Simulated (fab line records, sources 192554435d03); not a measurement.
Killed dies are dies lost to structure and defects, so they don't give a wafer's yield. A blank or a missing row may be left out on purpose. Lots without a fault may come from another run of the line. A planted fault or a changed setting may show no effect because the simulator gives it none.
A struck lot beside a sound one | flow n5_finfet | 15 steps out of a route of 1938
Sound: wafers L661.3, L661.5, L661.6. Struck: wafer L675.2. (L675.3 of the same lot was not struck and is left out.) The cause comes at the end.
At each step with rows: each side's tool, then ch and its chambers, then its first start. Under that, the readings that differ: sound wafers | struck wafers | difference of the means | sigmas: that difference in standard deviations of wafers without a fault.
alike: readings whose means differ by less than 2 such deviations, and words and numbers that are the same on both sides. not compared: withheld readings, readings that some wafer has no value for, bounds like >300 that may hide the same value, and numbers for which the record gives no deviation and whose values overlap.
The two part at a step that has a row with sigmas, a row that says differs or no value, or rows on one side only. Numbers that don't overlap but have no deviation are shown without sigmas and don't part them. A reading that every wafer of one side lacks parts them only if that side has two wafers or more.

N5_FIN_SAQP_ETCH_34: etches SiO2 in C4F6/O2, target depth 45 nm, time 15 s.
  sound on rie_diel-05 ch 0,1, day 3 02:37; struck on rie_diel-01 ch 3, day 6 09:36
  alike: drypump_motor_current_A, etch_rf_on_time_s, oes_product_au, rf_vpp_V, showerhead_plenum_p_Torr, throttle_valve_pct
  not compared: rf_hours_counter_h
N5_FIN_SAQP_STRIP_77: strips in N2/H2, time 90 s.
  sound on rie_diel-05 ch 0,1, day 3 02:38; struck on rie_diel-01 ch 3, day 6 09:38
  alike: drypump_motor_current_A, oes_product_au, rf_vpp_V, showerhead_plenum_p_Torr, throttle_valve_pct
  not compared: rf_hours_counter_h
N5_FIN_SAQP_HM_CD_35: target cd 8 nm.
  sound on cd_sem-01, day 3 02:46; struck on cd_sem-03, day 6 09:45
  alike: cd_nm
N5_FIN_SAQP_ETCH_64: etches SiO2 in CF4, target depth 1.5 nm.
  sound on rie_si-04 ch 0,3, day 3 02:49; struck on rie_si-01 ch 2, day 6 09:48
  reading                     | sound       | struck | difference | sigmas
  drypump_motor_current_A (A) | 6.2 6.2 5.9 | 5.0    | -1.1       | -3
  alike: oes_product_au, throttle_valve_pct
  not compared: rf_hours_counter_h
N5_FIN_SAQP_FIN_ETCH_36: etches the open film in HBr/Cl2/O2, target depth 120 nm, time 50.4 s.
  sound on rie_si-04 ch 0,3, day 3 02:50; struck on rie_si-01 ch 2, day 6 09:49
  reading                     | sound       | struck | difference | sigmas
  drypump_motor_current_A (A) | 6.3 6.3 5.9 | 5.0    | -1.2       | -3
  alike: HBr_flow_sccm, mfc_cl2_sccm, oes_product_au, throttle_valve_pct
  not compared: rf_hours_counter_h
N5_FIN_SAQP_CD_MEAS_37: target cd 8 nm.
  sound on cd_sem-02, day 3 02:58; struck on cd_sem-03, day 6 09:56
  alike: cd_nm
then, 3 steps without rows for these wafers: N5_FIN_SAQP_PRECLEAN_38 (cleans in O3/DIW, time 45 s); N5_FIN_SAQP_PRECLEAN_45 (cleans in dHF, time 10 s); N5_FIN_SAQP_SRD_39 (time 30 s).
N5_FIN_SAQP_OCD_MEAS_76:
  sound on ocd-01, day 3 03:04; struck on ocd-02, day 6 10:02
  alike: trench_depth_nm
N5_FIN_SAQP_INSPECT_40: inspects for defects (brightfield).
  sound on defect_inspect-02, day 3 03:05; struck on defect_inspect-01, day 6 10:04
  alike: raw_defect_count
then, 1 step without rows for these wafers: N5_FIN_CUT_COAT_18 (time 60 s, resist thk 230 nm).
N5_FIN_CUT_COAT_19: time 60 s, resist thk 20 nm.
  sound on litho_track-05 ch 0, day 3 03:07; struck on litho_track-02 ch 0, day 6 10:06
  reading                  | sound             | struck | difference | sigmas
  heater_power_total_W (W) | 428.6 425.6 424.2 | 444.0  | +17.9      | +9
  run_length_s (s)         | 66.65 66.47 66.47 | 62.28  | -4.25      | -25
then, 1 step without rows for these wafers: N5_FIN_CUT_COAT_29 (time 60 s, resist thk 10 nm).
-- the record jumps here: 5 days lie between the struck wafers' starts before and after (it left off in module FIN_CUT and takes up again in module BEOL_M4, whose first step shown is number 1111 of the route) --
N5_BEOL_M4_RC_MEAS_101:
  sound on prober-02 ch 0, day 9 05:07; struck on prober-02 ch 0, day 11 21:05
  alike: DIBL_N, DIBL_P, IOFF_N, IOFF_P, ION_N, ION_P, SS_N, SS_P, VT_N, VT_P

WHERE THEY PART
First at N5_FIN_SAQP_ETCH_64; last, within this record, at N5_FIN_CUT_COAT_19. Later steps at which nothing parts them and some readings are alike: N5_BEOL_M4_RC_MEAS_101.

WHY: what the simulator had put in
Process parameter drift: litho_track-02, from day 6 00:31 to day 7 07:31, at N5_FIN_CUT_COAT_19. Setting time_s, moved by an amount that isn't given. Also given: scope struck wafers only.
